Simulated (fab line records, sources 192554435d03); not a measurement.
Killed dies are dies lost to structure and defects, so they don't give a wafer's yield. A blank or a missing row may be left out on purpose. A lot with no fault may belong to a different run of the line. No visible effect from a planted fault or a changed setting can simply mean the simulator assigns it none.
fab line records	flow n5Finfet
[record] lots = 24	wafers = 72	lastDay = 18
route steps=1938 shown HKMG_FIN@431 GATE_CUT@475
lots that met no fault: from a run of the same line without faults
startH: hours from the record's opening day to when the first of the lot's shown wafers began	waitH: how many hours have passed since the lot's step before this one	" unchanged from the row above	L1.1+2: a single row standing in for several wafers	- no value, or no start given	* or withheld: withheld	< > ~ a bound
route shown NAME@n: a module of which the file shows steps, and the number in the route of the first	usual: the fault-free wafers' mean and standard deviation	same: alike in all rows	chamber/n: place in a boat	sites: readings site by site	_std_site: standard deviation of those values	_edge_site: the outer-site mean with the inner-site mean subtracted	radiusMm: for every site, how far away it sits from the centre of the wafer	mask NAME#n: copy n	behind: tool/chamber where the wafer was last shaped	hold: cause of the lot's hold/its duration in hours/its outcome	device: whichever transistor did not switch (one of n, p or np)	end of line: tests of these same wafers at the route's end	a step with no rows: only its recipe	killed: count of dies lost to structure and defects at first sort (not the wafer's yield)	map: shows each die of a wafer: x if killed, . if not, _ if none is there
set.NAME: setting as actually run; set.NAME@STEP: the setting as run at that earlier step	model.NAME: the simulator's own value behind a step, which no gauge read
a sample of lots followed through the steps of the route, with each step as a table and each wafer as a row
services: a tool's chamber out of use, with start hour (startH, from the record's first day; less than 0 if before it), hours out, and reason
[[steps]]
[step N5_HKMG_FIN_OVL_MEAS_13]
[recipe] pointsPerWafer = 44
[usual] NWFM_OVL = -0.1/0.78
lot.wafer	tool	chamber	startH	waitH	NWFM_OVL[nm]
L074.2	overlay-01	0	76.23	0.0	0.7
L074.3	"	0	"	"	1.1
L074.6	"	0	"	"	-0.2
L075.1	overlay-02	0	79.35	0.0	-0.5
L075.3	"	0	"	"	-0.4
L075.5	"	0	"	"	0.0
L076.2	overlay-02	0	88.58	0.0	1.2
L076.5	"	0	"	"	0.3
L076.6	"	0	"	"	1.1
L077.2	overlay-02	0	90.98	0.0	-1.4
L077.3	"	0	"	"	0.0
L077.6	"	0	"	"	-0.3
L078.2	overlay-01	0	98.79	0.0	0.5
L078.3	"	0	"	"	0.1
L078.6	"	0	"	"	1.0
L079.1	overlay-02	0	104.87	0.0	0.1
L079.2	"	0	"	"	0.2
L079.5	"	0	"	"	-0.3
L080.1	overlay-01	0	113.25	0.0	-0.9
L080.4	"	0	"	"	0.3
L080.5	"	0	"	"	-0.3
L081.3	overlay-01	0	123.94	0.0	-0.1
L081.4	"	0	"	"	0.1
L081.6	"	0	"	"	0.8
L082.1	overlay-02	0	124.10	0.0	0.1
L082.2	"	0	"	"	-0.7
L082.4	"	0	"	"	-0.7
L083.1	overlay-02	0	130.62	0.0	-0.3
L083.3	"	0	"	"	-0.6
L083.5	"	0	"	"	0.2
L084.3	overlay-02	0	132.30	0.0	-0.6
L084.4	"	0	"	"	-0.7
L084.6	"	0	"	"	0.4
L085.3	overlay-02	0	139.37	0.0	0.4
L085.5	"	0	"	"	-0.5
L085.6	"	0	"	"	-0.4
L086.1	overlay-01	0	147.00	0.0	1.0
L086.3	"	0	"	"	0.2
L086.4	"	0	"	"	0.3
L087.3	overlay-01	0	152.19	0.0	0.3
L087.4	"	0	"	"	-0.6
L087.5	"	0	"	"	0.1
L088.1	overlay-01	0	157.70	0.0	0.8
L088.3	"	0	"	"	0.4
L088.4	"	0	"	"	0.6
L089.2	overlay-01	0	167.19	0.0	-1.6
L089.4	"	0	"	"	-1.8
L089.5	"	0	"	"	-1.4
L090.1	overlay-01	0	172.24	0.0	1.7
L090.3	"	0	"	"	-0.7
L090.5	"	0	"	"	1.2
L091.3	overlay-02	0	178.33	0.0	-0.9
L091.5	"	0	"	"	-0.5
L091.6	"	0	"	"	-0.7
L093.2	overlay-01	0	190.26	0.0	-0.9
L093.4	"	0	"	"	-0.9
L093.6	"	0	"	"	-0.5
L092.1	overlay-02	0	196.89	0.0	0.0
L092.2	"	0	"	"	0.3
L092.3	"	0	"	"	0.6
L094.3	overlay-01	0	199.94	0.0	0.1
L094.5	"	0	"	"	0.2
L094.6	"	0	"	"	0.9
L095.1	overlay-01	0	204.46	0.0	0.1
L095.3	"	0	"	"	0.7
L095.6	"	0	"	"	0.9
L096.1	overlay-01	0	208.03	0.0	0.1
L096.4	"	0	"	"	1.3
L096.5	"	0	"	"	0.9
L097.1	overlay-01	0	215.11	0.0	-1.5
L097.3	"	0	"	"	0.6
L097.6	"	0	"	"	-0.6
[step N5_HKMG_FIN_ALD_21]
[recipe] material = TiN	targetThkA = 15	tempC = 400	aldPrecursorFamily = TiCl4	aldCoReactant = NH3	pulseTimeS = 1	purgeTimeS = 3	coReactantPurgeTimeS = 2	coReactantPulseTimeS = 2	aldCycles = 68	pressureTorr = 3
[usual] heaterPowerOuterW = 563/42	heaterPowerW = 889/40	precursorPulseHeightRel = 1.002/0.019
[same] purgeTimeS = 3
lot.wafer	tool	chamber	startH	waitH	heaterPowerOuterW	heaterPowerW	precursorPulseHeightRel
L074.2	aldMetal-02	1	79.84	0.3	610	923	1.012
L074.3	"	0	"	"	594	905	0.991
L074.6	"	1	"	"	601	941	0.982
L075.1	aldMetal-02	1	82.58	0.3	602	929	1.000
L075.3	"	2	"	"	578	874	1.008
L075.5	"	2	"	"	589	881	0.975
L076.2	aldMetal-02	3	91.91	0.3	504	864	1.005
L076.5	"	1	"	"	593	929	0.993
L076.6	"	2	"	"	560	883	1.007
L077.2	aldMetal-02	2	94.51	0.3	556	875	1.024
L077.3	"	1	"	"	605	911	1.026
L077.6	"	2	"	"	580	897	0.981
L078.2	aldMetal-02	0	102.03	0.3	576	888	1.024
L078.3	"	1	"	"	591	942	1.005
L078.6	"	2	"	"	564	894	1.032
L079.1	aldMetal-02	1	108.25	0.3	593	924	0.974
L079.2	"	0	"	"	583	857	0.993
L079.5	"	0	"	"	587	875	1.013
L080.1	aldMetal-04	3	116.50	0.3	469	809	1.026
L080.4	"	2	"	"	592	923	0.982
L080.5	"	0	"	"	518	838	1.012
L081.3	aldMetal-02	1	127.13	0.1	593	934	0.976
L081.4	"	3	"	"	518	863	1.005
L081.6	"	3	"	"	510	838	0.992
L082.1	aldMetal-01	0	127.29	0.3	512	859	1.007
L082.2	"	1	"	"	612	908	0.983
L082.4	"	3	"	"	493	833	1.036
L083.1	aldMetal-04	2	133.97	0.3	608	924	1.006
L083.3	"	1	"	"	592	938	1.019
L083.5	"	1	"	"	577	943	1.027
L084.3	aldMetal-01	2	135.89	0.1	622	954	1.022
L084.4	"	1	"	"	606	928	1.023
L084.6	"	1	"	"	608	929	0.988
L085.3	aldMetal-01	0	142.64	0.1	538	860	1.021
L085.5	"	0	"	"	525	851	1.024
L085.6	"	3	"	"	497	811	0.988
L086.1	aldMetal-02	1	150.21	0.3	605	926	1.022
L086.3	"	2	"	"	560	882	0.993
L086.4	"	3	"	"	502	868	1.012
L087.3	aldMetal-02	0	155.83	0.1	581	901	1.013
L087.4	"	1	"	"	591	936	1.006
L087.5	"	0	"	"	567	887	0.989
L088.1	aldMetal-02	1	161.15	0.3	608	935	1.024
L088.3	"	2	"	"	560	869	0.986
L088.4	"	3	"	"	510	853	1.001
L089.2	aldMetal-02	3	170.60	0.3	526	853	0.995
L089.4	"	2	"	"	556	877	1.011
L089.5	"	3	"	"	523	880	0.987
L090.1	aldMetal-02	3	175.72	0.3	517	882	1.032
L090.3	"	1	"	"	610	914	0.982
L090.5	"	1	"	"	594	886	1.012
L091.3	aldMetal-01	3	181.53	0.1	497	807	1.028
L091.5	"	3	"	"	515	821	0.989
L091.6	"	2	"	"	666	966	1.011
L093.2	aldMetal-01	2	193.45	0.3	606	951	0.997
L093.4	"	1	"	"	599	940	0.989
L093.6	"	1	"	"	602	909	1.024
L092.1	aldMetal-02	1	200.08	0.3	593	936	1.000
L092.2	"	3	"	"	510	845	0.980
L092.3	"	0	"	"	586	887	1.005
L094.3	aldMetal-04	2	203.17	0.1	605	917	1.009
L094.5	"	1	"	"	580	944	0.996
L094.6	"	0	"	"	499	874	1.023
L095.1	aldMetal-02	1	208.05	0.3	594	914	0.982
L095.3	"	0	"	"	586	904	0.996
L095.6	"	3	"	"	521	861	1.015
L096.1	aldMetal-01	2	211.22	0.3	628	928	1.006
L096.4	"	3	"	"	502	836	1.006
L096.5	"	1	"	"	612	921	0.999
L097.1	aldMetal-01	3	218.48	0.3	511	821	0.994
L097.3	"	2	"	"	656	964	0.998
L097.6	"	0	"	"	523	839	0.951
[step N5_GATE_CUT_CMP_02]
[recipe] stopOn = SiO2	tOverpolishS = 12.7	postCmpClean = alkalineBrush	downForcePsi = 2.5	platenRpm = 51.8	padVelocityMS = 1.0307	targetThkNm = 0
[usual] headPressurePsi = 2.500/0.0059	motorCurrentA = 9.0/0.76	overpolishRunS = 12.699/0.01	slurryFilterDpKPa = 13.50/0.15	slurryFlowMlMin = 150.0/0.44	timeToEndpointS = 25.8/2.4
lot.wafer	tool	chamber	startH	waitH	headPressurePsi	motorCurrentA	overpolishRunS	slurryFilterDpKPa	slurryFlowMlMin	timeToEndpointS
L074.3	cmp-02	2	84.12	0.1	2.494	8.7	12.705	13.83	149.2	21.3
L074.2	"	3	"	"	2.496	9.5	12.706	13.56	150.0	23.3
L074.6	"	3	"	"	2.503	9.5	12.697	13.18	150.2	24.2
L075.3	cmp-02	3	87.03	0.1	2.510	9.0	12.695	13.58	149.7	22.8
L075.1	"	0	"	"	2.503	9.3	12.701	13.40	150.6	23.2
L075.5	"	1	"	"	2.499	7.5	12.697	13.41	150.3	22.6
L076.2	cmp-04	3	96.56	0.2	2.508	8.9	12.702	13.63	150.1	28.1
L076.6	"	0	"	"	2.501	8.7	12.715	13.48	150.7	27.2
L076.5	"	1	"	"	2.496	9.1	12.685	13.47	150.4	28.7
L077.3	cmp-04	1	98.66	0.1	2.502	8.9	12.695	13.58	150.4	28.3
L077.2	"	0	"	"	2.497	8.6	12.699	13.32	150.3	28.1
L077.6	"	2	"	"	2.502	9.8	12.699	13.59	150.1	26.9
L078.3	cmp-02	3	106.22	0.1	2.505	9.3	12.691	13.17	149.9	25.1
L078.2	"	2	"	"	2.502	8.1	12.697	13.56	150.5	23.7
L078.6	"	0	"	"	2.508	8.8	12.703	13.56	150.1	23.5
L079.2	cmp-03	1	112.46	0.1	2.501	7.5	12.699	13.56	149.2	27.6
L079.1	"	3	"	"	2.500	9.5	12.688	13.63	150.6	26.8
L079.5	"	0	"	"	2.493	9.1	12.693	13.45	150.4	30.7
L080.4	cmp-04	3	120.85	0.0	2.488	9.4	12.698	13.65	151.1	26.3
L080.1	"	2	"	"	2.502	9.9	12.710	13.46	150.7	25.4
L080.5	"	3	"	"	2.505	9.4	12.702	13.45	150.1	25.4
L081.4	cmp-03	3	131.35	0.0	2.489	9.0	12.713	13.70	150.2	24.9
L081.3	"	1	"	"	2.500	7.9	12.693	13.24	150.1	25.2
L081.6	"	0	"	"	2.503	9.2	12.713	13.27	151.0	28.5
L082.4	cmp-02	2	131.49	0.1	2.497	8.7	12.705	13.67	150.5	21.7
L082.1	"	3	"	"	2.507	9.1	12.695	13.24	149.4	25.4
L082.2	"	1	"	"	2.498	8.0	12.718	13.50	150.3	23.2
L083.3	cmp-02	3	138.16	0.1	2.493	9.4	12.682	13.57	150.2	24.5
L083.1	"	1	"	"	2.494	8.1	12.714	13.36	149.4	28.4
L083.5	"	2	"	"	2.505	9.1	12.692	13.41	149.8	21.8
L084.3	cmp-04	2	140.12	0.1	2.500	10.0	12.727	13.56	150.1	25.5
L084.4	"	3	"	"	2.494	9.4	12.702	13.62	150.0	26.1
L084.6	"	0	"	"	2.501	8.5	12.707	13.54	149.8	29.0
L085.3	cmp-02	3	147.00	0.2	2.501	9.8	12.682	13.61	149.7	25.3
L085.6	"	0	"	"	2.504	9.1	12.674	13.37	149.5	24.5
L085.5	"	1	"	"	2.503	8.3	12.691	13.43	150.5	25.6
L086.4	cmp-04	1	154.45	0.1	2.501	9.1	12.671	13.44	150.0	29.2
L086.3	"	2	"	"	2.505	9.7	12.683	13.58	149.8	25.7
L086.1	"	3	"	"	2.498	9.2	12.699	13.67	150.5	25.9
L087.3	cmp-03	3	160.40	0.1	2.498	9.4	12.695	13.60	150.4	30.1
L087.4	"	0	"	"	2.498	9.7	12.687	13.62	149.9	29.7
L087.5	"	2	"	"	2.499	10.6	12.704	13.38	149.6	27.0
L088.3	cmp-03	1	165.37	0.1	2.495	7.9	12.701	13.43	150.2	22.6
L088.1	"	2	"	"	2.515	10.3	12.697	13.41	149.9	22.2
L088.4	"	3	"	"	2.495	9.3	12.693	13.34	149.6	21.6
L089.2	cmp-04	1	174.81	0.1	2.492	9.1	12.705	13.40	149.5	25.2
L089.4	"	3	"	"	2.500	9.2	12.683	13.33	150.0	25.3
L089.5	"	1	"	"	2.490	8.7	12.701	13.95	150.1	24.7
L090.3	cmp-03	3	179.93	0.1	2.511	9.8	12.681	13.44	149.4	26.2
L090.1	"	0	"	"	2.504	9.7	12.693	13.60	149.8	28.3
L090.5	"	3	"	"	2.509	9.4	12.705	13.18	150.0	24.5
L091.3	cmp-03	1	188.11	0.2	2.498	7.5	12.693	13.36	149.4	27.3
L091.6	"	2	"	"	2.501	10.5	12.708	13.59	149.4	26.7
L091.5	"	3	"	"	2.505	9.5	12.728	13.51	150.0	26.4
L093.2	cmp-03	0	197.64	0.1	2.499	9.6	12.704	13.36	150.2	30.8
L093.4	"	2	"	"	2.506	10.3	12.716	13.57	149.9	25.9
L093.6	"	0	"	"	2.503	9.7	12.695	13.37	149.9	28.2
L092.3	cmp-04	3	204.26	0.1	2.494	9.3	12.697	13.57	150.4	26.8
L092.1	"	1	"	"	2.509	8.7	12.704	13.62	150.8	25.0
L092.2	"	2	"	"	2.499	10.1	12.697	13.76	149.5	26.2
L094.3	cmp-04	3	207.45	0.1	2.502	9.6	12.711	13.60	149.7	26.0
L094.5	"	1	"	"	2.504	9.3	12.709	13.36	150.5	23.1
L094.6	"	2	"	"	2.504	9.3	12.694	13.41	149.2	26.2
L095.1	cmp-02	3	212.66	0.1	2.503	9.3	12.710	13.42	150.3	23.9
L095.3	"	0	"	"	2.500	8.9	12.689	13.79	149.4	25.8
L095.6	"	2	"	"	2.510	8.7	12.706	13.51	149.5	22.5
L096.1	cmp-03	3	215.44	0.1	2.503	9.3	12.699	13.47	149.7	24.5
L096.4	"	1	"	"	2.505	7.5	12.682	13.64	150.7	25.7
L096.5	"	3	"	"	2.514	9.5	12.715	13.24	150.5	22.6
L097.1	cmp-02	1	222.71	0.1	2.497	8.4	12.707	13.41	150.1	24.2
L097.3	"	2	"	"	2.490	8.4	12.698	13.43	150.2	20.7
L097.6	"	0	"	"	2.495	8.5	12.704	13.59	149.5	24.2
[step N5_GATE_CUT_VAPOR_ETCH_48]
[recipe] chemistry = BCl3/Cl2	target = TiN	mode = isotropic
[usual] drypumpMotorCurrentA = 6.03/0.24	oesProductAu = 0.74/0.12
lot.wafer	tool	chamber	startH	waitH	drypumpMotorCurrentA	oesProductAu
L074.2	rieMetal-03	0	85.63	0.0	6.14	0.65
L074.3	"	0	"	"	6.15	0.64
L074.6	"	1	"	"	5.99	0.83
L075.1	rieMetal-03	1	88.44	0.0	5.98	0.83
L075.3	"	0	"	"	6.14	0.65
L075.5	"	0	"	"	6.13	0.64
L076.2	rieMetal-02	0	97.81	0.0	5.77	0.60
L076.5	"	0	"	"	5.76	0.60
L076.6	"	1	"	"	5.46	0.63
L077.2	rieMetal-02	0	100.15	0.0	5.78	0.60
L077.3	"	0	"	"	5.77	0.60
L077.6	"	0	"	"	5.77	0.60
L078.2	rieMetal-03	1	107.58	0.0	6.00	0.81
L078.3	"	0	"	"	6.12	0.64
L078.6	"	1	"	"	6.03	0.81
L079.1	rieMetal-01	0	113.91	0.0	6.27	0.80
L079.2	"	1	"	"	6.18	0.60
L079.5	"	1	"	"	6.18	0.60
L080.1	rieMetal-02	1	122.21	0.0	5.47	0.63
L080.4	"	1	"	"	5.47	0.64
L080.5	"	0	"	"	5.76	0.60
L081.3	rieMetal-03	1	132.89	0.0	5.97	0.82
L081.4	"	0	"	"	6.12	0.64
L081.6	"	1	"	"	5.95	0.82
L082.1	rieMetal-02	1	133.24	0.0	5.46	0.63
L082.2	"	0	"	"	5.77	0.60
L082.4	"	0	"	"	5.77	0.60
L083.1	rieMetal-03	1	139.69	0.0	5.98	0.81
L083.3	"	1	"	"	6.00	0.81
L083.5	"	0	"	"	6.15	0.63
L084.3	rieMetal-03	1	141.42	0.0	5.97	0.81
L084.4	"	0	"	"	6.12	0.64
L084.6	"	1	"	"	5.97	0.81
L085.3	rieMetal-01	1	148.26	0.0	6.21	0.60
L085.5	"	1	"	"	6.20	0.60
L085.6	"	0	"	"	6.28	0.79
L086.1	rieMetal-03	1	156.02	0.0	5.96	0.81
L086.3	"	1	"	"	5.98	0.79
L086.4	"	0	"	"	6.16	0.63
L087.3	rieMetal-01	0	161.93	0.1	6.32	0.79
L087.4	"	0	"	"	6.32	0.79
L087.5	"	0	"	"	6.31	0.79
L088.1	rieMetal-03	1	167.24	0.0	5.98	0.80
L088.3	"	1	"	"	6.01	0.80
L088.4	"	0	"	"	6.12	0.63
L089.2	rieMetal-01	0	176.27	0.0	6.30	0.79
L089.4	"	1	"	"	6.15	1.00
L089.5	"	1	"	"	6.16	1.01
L090.1	rieMetal-01	1	181.26	0.0	6.18	0.98
L090.3	"	0	"	"	6.25	0.78
L090.5	"	0	"	"	6.29	0.78
L091.3	rieMetal-01	0	189.42	0.0	6.24	0.78
L091.5	"	1	"	"	6.16	0.97
L091.6	"	0	"	"	6.25	0.78
L093.2	rieMetal-01	1	198.97	0.0	6.18	0.96
L093.4	"	0	"	"	6.28	0.78
L093.6	"	0	"	"	6.26	0.78
L092.1	rieMetal-02	1	205.77	0.0	5.46	0.62
L092.2	"	0	"	"	5.77	0.59
L092.3	"	0	"	"	5.77	0.58
L094.3	rieMetal-01	1	208.96	0.0	6.17	0.94
L094.5	"	1	"	"	6.13	0.93
L094.6	"	0	"	"	6.26	0.77
L095.1	rieMetal-03	0	213.95	0.0	6.14	0.63
L095.3	"	1	"	"	6.00	0.79
L095.6	"	1	"	"	5.99	0.80
L096.1	rieMetal-03	0	216.91	0.0	6.17	0.63
L096.4	"	1	"	"	6.00	0.80
L096.5	"	1	"	"	5.98	0.79
L097.1	rieMetal-01	1	224.02	0.0	6.17	0.93
L097.3	"	1	"	"	6.18	0.93
L097.6	"	1	"	"	6.18	0.94
[step N5_GATE_CUT_CMP_23]
[recipe] stopOn = SiO2	tOverpolishS = 23.4	postCmpClean = alkalineBrush	downForcePsi = 2.5	platenRpm = 51.8	padVelocityMS = 1.0307	targetThkNm = 16
[usual] headPressurePsi = 2.498/0.0055	motorCurrentA = 9.1/0.85	overpolishRunS = 23.401/0.0097	slurryFilterDpKPa = 13.49/0.13	slurryFlowMlMin = 149.9/0.49	timeToEndpointS = 20.6/2.1
lot.wafer	tool	chamber	startH	waitH	headPressurePsi	motorCurrentA	overpolishRunS	slurryFilterDpKPa	slurryFlowMlMin	timeToEndpointS
L074.3	cmp-02	1	89.02	0.9	2.497	7.7	23.385	13.47	150.7	20.9
L074.2	"	3	"	"	2.492	9.3	23.408	13.88	149.8	22.5
L074.6	"	2	"	"	2.502	8.7	23.403	13.44	150.0	20.9
L075.1	cmp-04	2	90.23	0.8	2.495	10.1	23.398	13.50	149.8	18.8
L075.3	"	0	"	"	2.505	8.8	23.397	13.63	150.5	20.7
L075.5	"	1	"	"	2.496	9.1	23.412	13.29	150.0	21.1
L076.2	cmp-03	2	100.57	0.8	2.506	11.0	23.403	13.33	149.7	17.9
L076.6	"	2	"	"	2.492	10.8	23.391	13.29	148.9	17.6
L076.5	"	3	"	"	2.499	9.6	23.400	13.57	149.4	20.6
L077.3	cmp-03	1	101.90	0.8	2.504	8.1	23.418	13.35	149.6	24.0
L077.2	"	2	"	"	2.497	10.5	23.412	13.42	150.8	23.3
L077.6	"	2	"	"	2.486	11.0	23.399	13.46	150.9	22.7
L078.3	cmp-04	2	109.37	0.8	2.498	9.5	23.391	13.45	149.7	20.6
L078.2	"	0	"	"	2.487	8.7	23.395	13.37	149.2	22.4
L078.6	"	2	"	"	2.506	9.7	23.385	13.53	149.1	21.0
L079.1	cmp-03	0	115.87	0.8	2.501	9.6	23.401	13.62	150.8	20.9
L079.2	"	1	"	"	2.493	7.3	23.391	13.40	149.5	22.9
L079.5	"	1	"	"	2.498	7.9	23.408	13.35	150.2	20.5
L080.4	cmp-04	3	123.96	0.8	2.506	9.8	23.406	13.73	149.4	21.3
L080.1	"	0	"	"	2.494	8.5	23.402	13.52	149.3	22.7
L080.5	"	3	"	"	2.499	9.4	23.389	13.59	149.2	20.6
L081.3	cmp-03	3	134.67	0.8	2.493	9.6	23.402	13.54	149.8	19.8
L081.4	"	0	"	"	2.497	9.4	23.393	13.49	150.0	25.2
L081.6	"	2	"	"	2.491	10.6	23.413	13.53	150.5	18.9
L082.2	cmp-03	0	135.14	0.9	2.504	9.4	23.405	13.61	150.4	24.2
L082.1	"	1	"	"	2.499	7.3	23.406	13.37	149.9	21.3
L082.4	"	2	"	"	2.499	10.4	23.400	13.52	149.1	20.7
L083.1	cmp-02	0	141.44	0.8	2.492	9.2	23.394	13.45	150.1	23.4
L083.3	"	3	"	"	2.500	8.9	23.400	13.42	149.9	22.5
L083.5	"	0	"	"	2.496	8.7	23.409	13.22	150.5	21.5
L084.4	cmp-04	3	143.16	0.8	2.493	9.5	23.397	13.42	150.2	18.7
L084.3	"	2	"	"	2.507	10.1	23.403	13.75	150.3	19.8
L084.6	"	3	"	"	2.495	9.5	23.417	13.10	149.5	18.7
L085.3	cmp-02	1	150.08	0.8	2.496	7.8	23.392	13.49	149.4	19.8
L085.5	"	3	"	"	2.497	9.2	23.391	13.74	149.2	20.9
L085.6	"	0	"	"	2.499	9.0	23.396	13.55	149.5	17.9
L086.4	cmp-04	3	157.79	0.8	2.497	10.3	23.401	13.45	150.1	20.7
L086.1	"	0	"	"	2.501	9.0	23.399	13.64	149.6	21.3
L086.3	"	1	"	"	2.510	9.0	23.405	13.44	150.6	21.3
L087.3	cmp-03	2	163.79	0.8	2.498	10.7	23.397	13.52	149.3	20.3
L087.4	"	0	"	"	2.495	8.8	23.408	13.52	149.8	22.7
L087.5	"	2	"	"	2.489	11.0	23.393	13.32	149.4	19.4
L088.4	cmp-04	3	169.00	0.8	2.499	9.6	23.410	13.39	150.2	19.7
L088.3	"	0	"	"	2.499	8.6	23.388	13.35	149.4	20.9
L088.1	"	1	"	"	2.505	8.8	23.399	13.44	150.1	22.1
L089.4	cmp-04	1	178.11	0.8	2.498	8.9	23.392	13.59	150.2	22.8
L089.2	"	2	"	"	2.506	10.1	23.398	13.40	149.5	21.1
L089.5	"	1	"	"	2.501	8.7	23.394	13.59	150.4	21.2
L090.1	cmp-04	0	183.43	0.8	2.499	8.6	23.383	13.63	150.5	19.7
L090.3	"	2	"	"	2.499	9.8	23.405	13.51	151.1	16.7
L090.5	"	0	"	"	2.512	8.4	23.421	13.33	150.4	19.5
L091.3	cmp-03	0	193.10	0.8	2.504	9.7	23.411	13.36	149.1	21.9
L091.5	"	0	"	"	2.500	9.7	23.415	13.37	149.8	23.6
L091.6	"	1	"	"	2.493	7.4	23.395	13.44	149.3	21.9
L093.4	cmp-03	3	200.78	0.8	2.495	9.7	23.401	13.13	149.5	21.4
L093.2	"	0	"	"	2.493	9.5	23.412	13.56	150.2	24.6
L093.6	"	2	"	"	2.512	10.1	23.403	13.31	149.5	20.6
L092.1	cmp-03	3	207.59	0.8	2.499	9.4	23.401	13.29	150.2	17.2
L092.3	"	1	"	"	2.501	8.0	23.383	13.57	150.1	16.4
L092.2	"	2	"	"	2.498	10.1	23.392	13.50	150.2	17.1
L094.3	cmp-03	3	211.49	0.9	2.504	9.4	23.407	13.50	150.6	17.7
L094.5	"	0	"	"	2.495	9.2	23.381	13.36	149.8	22.8
L094.6	"	1	"	"	2.503	7.8	23.383	13.59	149.5	20.1
L095.3	cmp-02	2	215.71	0.8	2.499	8.6	23.397	13.30	149.5	15.3
L095.1	"	1	"	"	2.503	7.5	23.394	13.63	150.6	18.6
L095.6	"	2	"	"	2.510	8.5	23.401	13.54	149.2	17.7
L096.4	cmp-02	1	218.80	0.8	2.498	7.7	23.411	13.66	150.4	19.1
L096.1	"	2	"	"	2.496	8.6	23.416	13.47	150.1	17.8
L096.5	"	0	"	"	2.494	9.0	23.403	13.52	150.2	20.4
L097.3	cmp-04	3	225.77	0.8	2.485	9.6	23.376	13.41	149.1	19.0
L097.1	"	2	"	"	2.501	9.5	23.418	13.50	150.2	20.5
L097.6	"	0	"	"	2.500	8.6	23.403	13.52	149.9	21.6
[step N5_GATE_CUT_CMP_43]
[recipe] material = SiO2	postCmpClean = rinseOnly
[usual] motorCurrentA = 12.0/0.86	slurryFilterDpKPa = 13.50/0.13	slurryFlowMlMin = 150.0/0.46
lot.wafer	tool	chamber	startH	waitH	motorCurrentA	slurryFilterDpKPa	slurryFlowMlMin
L074.2	cmp-04	2	89.35	0.0	12.9	13.63	149.3
L074.3	"	3	"	"	12.5	13.43	149.7
L074.6	"	2	"	"	13.1	13.54	149.4
L075.3	cmp-04	1	90.60	0.1	12.0	13.61	150.4
L075.1	"	3	"	"	12.4	13.37	150.3
L075.5	"	0	"	"	11.3	13.33	149.7
L076.2	cmp-04	3	101.06	0.2	11.8	13.51	150.0
L076.5	"	1	"	"	12.0	13.38	149.8
L076.6	"	2	"	"	13.0	13.57	150.8
L077.2	cmp-04	1	102.23	0.0	12.0	13.47	150.7
L077.3	"	3	"	"	12.6	13.44	150.3
L077.6	"	1	"	"	12.4	13.48	149.6
L078.3	cmp-04	2	109.82	0.2	13.3	13.48	150.0
L078.2	"	3	"	"	12.6	13.26	149.6
L078.6	"	0	"	"	11.5	13.53	150.7
L079.1	cmp-04	0	116.19	0.0	11.2	13.44	149.6
L079.2	"	2	"	"	12.9	13.59	150.4
L079.5	"	0	"	"	11.7	13.47	149.6
L080.1	cmp-04	0	124.29	0.0	10.9	13.55	149.6
L080.4	"	3	"	"	13.0	13.44	150.4
L080.5	"	1	"	"	12.7	13.34	149.2
L081.3	cmp-04	3	135.13	0.2	12.9	13.52	150.5
L081.4	"	0	"	"	11.4	13.67	149.4
L081.6	"	2	"	"	12.4	13.31	150.4
L082.2	cmp-02	1	135.43	0.0	10.3	13.44	149.8
L082.1	"	3	"	"	11.9	13.63	150.1
L082.4	"	0	"	"	12.5	13.53	149.4
L083.3	cmp-04	2	141.77	0.0	13.3	13.47	149.7
L083.1	"	3	"	"	12.6	13.43	149.9
L083.5	"	2	"	"	12.7	13.41	149.1
L084.4	cmp-02	2	143.57	0.1	11.0	13.37	150.4
L084.3	"	3	"	"	12.0	13.42	149.5
L084.6	"	1	"	"	10.2	13.65	150.0
L085.3	cmp-04	2	150.41	0.1	13.2	13.53	149.9
L085.5	"	1	"	"	11.8	13.49	150.2
L085.6	"	2	"	"	12.8	13.40	149.3
L086.1	cmp-04	1	158.11	0.0	12.0	13.31	149.6
L086.3	"	2	"	"	13.9	13.76	150.1
L086.4	"	0	"	"	11.1	13.26	149.4
L087.4	cmp-03	1	164.30	0.2	10.0	13.52	149.7
L087.3	"	3	"	"	12.4	13.81	149.9
L087.5	"	0	"	"	12.9	13.47	149.6
L088.1	cmp-02	1	169.32	0.0	10.8	13.58	150.2
L088.3	"	2	"	"	11.4	13.45	150.5
L088.4	"	3	"	"	12.0	13.24	149.7
L089.2	cmp-02	3	178.48	0.1	12.8	13.46	150.0
L089.4	"	1	"	"	10.4	13.59	150.3
L089.5	"	2	"	"	11.0	13.61	150.4
L090.1	cmp-04	0	183.72	0.0	11.1	13.48	149.6
L090.3	"	1	"	"	12.1	13.47	150.6
L090.5	"	1	"	"	11.6	13.39	149.9
L091.3	cmp-02	3	193.42	0.0	12.1	13.45	150.2
L091.5	"	3	"	"	12.5	13.62	150.5
L091.6	"	0	"	"	11.6	13.62	149.7
L093.4	cmp-04	2	201.07	0.0	13.4	13.50	149.7
L093.2	"	1	"	"	11.8	13.86	149.9
L093.6	"	3	"	"	13.0	13.68	150.1
L092.1	cmp-04	3	207.92	0.0	12.5	13.46	150.4
L092.3	"	1	"	"	11.6	13.51	150.0
L092.2	"	2	"	"	12.3	13.43	149.9
L094.3	cmp-04	1	211.86	0.2	12.3	13.63	149.7
L094.6	"	3	"	"	12.6	13.51	149.9
L094.5	"	0	"	"	11.9	13.54	150.7
L095.1	cmp-04	3	216.04	0.0	12.4	13.60	150.4
L095.3	"	1	"	"	12.0	13.45	150.1
L095.6	"	3	"	"	12.9	13.82	150.4
L096.4	cmp-02	1	219.05	0.0	10.0	13.37	149.6
L096.1	"	2	"	"	11.3	13.48	151.2
L096.5	"	1	"	"	10.2	13.59	149.9
L097.3	cmp-02	0	226.18	0.1	11.7	13.38	149.7
L097.1	"	2	"	"	11.4	13.48	150.0
L097.6	"	3	"	"	12.2	13.50	149.4
[[services]]
tool	chamber	startH	hours	kind
cmp-04	-	56.32	4.0	pm
cmp-04	-	60.32	-	consumableReplace:conditioner
cmp-03	-	63.78	3.1	repair
aldMetal-01	0	70.26	7.8	repair
cmp-03	-	78.46	2.4	repair
cmp-03	-	84.40	12.4	pm
rieMetal-03	-	91.15	14.6	pm
cmp-03	-	98.44	2.0	repair
aldMetal-01	-	109.13	14.6	pm
cmp-03	-	113.38	2.4	repair
aldMetal-01	-	123.82	0.6	repair
aldMetal-02	-	134.17	0.4	repair
aldMetal-04	-	135.80	14.6	pm
rieMetal-02	-	149.58	14.6	pm
aldMetal-02	1	150.83	3.9	repair
aldMetal-04	-	153.92	8.7	pm
cmp-02	-	157.47	4.0	pm
cmp-04	-	160.14	5.4	pm
rieMetal-02	-	166.89	0.1	repair
cmp-02	-	167.32	0.3	repair
aldMetal-01	3	172.43	7.9	repair
aldMetal-04	-	180.21	2.8	pm
cmp-02	-	182.42	8.2	pm
cmp-03	-	218.16	5.0	pm
[[key]]
fault none
